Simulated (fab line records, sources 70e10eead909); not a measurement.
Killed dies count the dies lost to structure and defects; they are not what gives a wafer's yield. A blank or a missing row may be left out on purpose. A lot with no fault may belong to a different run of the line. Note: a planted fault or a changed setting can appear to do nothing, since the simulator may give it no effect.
Chamber matching    flow nand_harc    NHARC_P_BONDPAD_DEP_00 on pecvd-04: 3 sister chambers
The step deposits SiCN, target thk 250 nm. 3 wafers are shown with their chamber, then 7 later ones without.

WAFERS, EACH WITH ITS CHAMBER
wafer   chamber  heater_power_outer_w (W)
L081.1  0        253
L092.1  1        330
L092.2  2        346

WAFERS WHOSE CHAMBER IS MISSING
wafer   heater_power_outer_w (W)
L092.3  302
L093.2  239
L093.3  319
L093.6  374
L094.2  309
L094.4  308
L094.5  311

WHICH CHAMBER EACH WENT THROUGH
wafer   from the rows above           in truth
L092.3  can't be placed: 1 or 2 or 0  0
L093.2  0                             0
L093.3  can't be placed: 1 or 2       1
L093.6  can't be placed: 2 or 1       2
L094.2  can't be placed: 1 or 2 or 0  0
L094.4  can't be placed: 1 or 2 or 0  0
L094.5  can't be placed: 1 or 2 or 0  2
Placed correctly: 1 of 7. Cannot be placed on the basis of these rows: 6; the candidates contain the true chamber in 6. Wrongly placed: 0.
How it was worked out, from the rows above alone: a wafer's distance from a chamber is the root of the sum, over the readings, of the square of ((its reading less the chamber's mean) divided by the reading's scatter). If the next closest chamber is less than 2 further off than the closest, the wafer can't be placed; otherwise it belongs to the closest. Each chamber's mean is taken over the wafers shown for it. The scatter: root of mean squared gap, hidden wafer to nearest shown wafer, with one shown wafer a chamber.
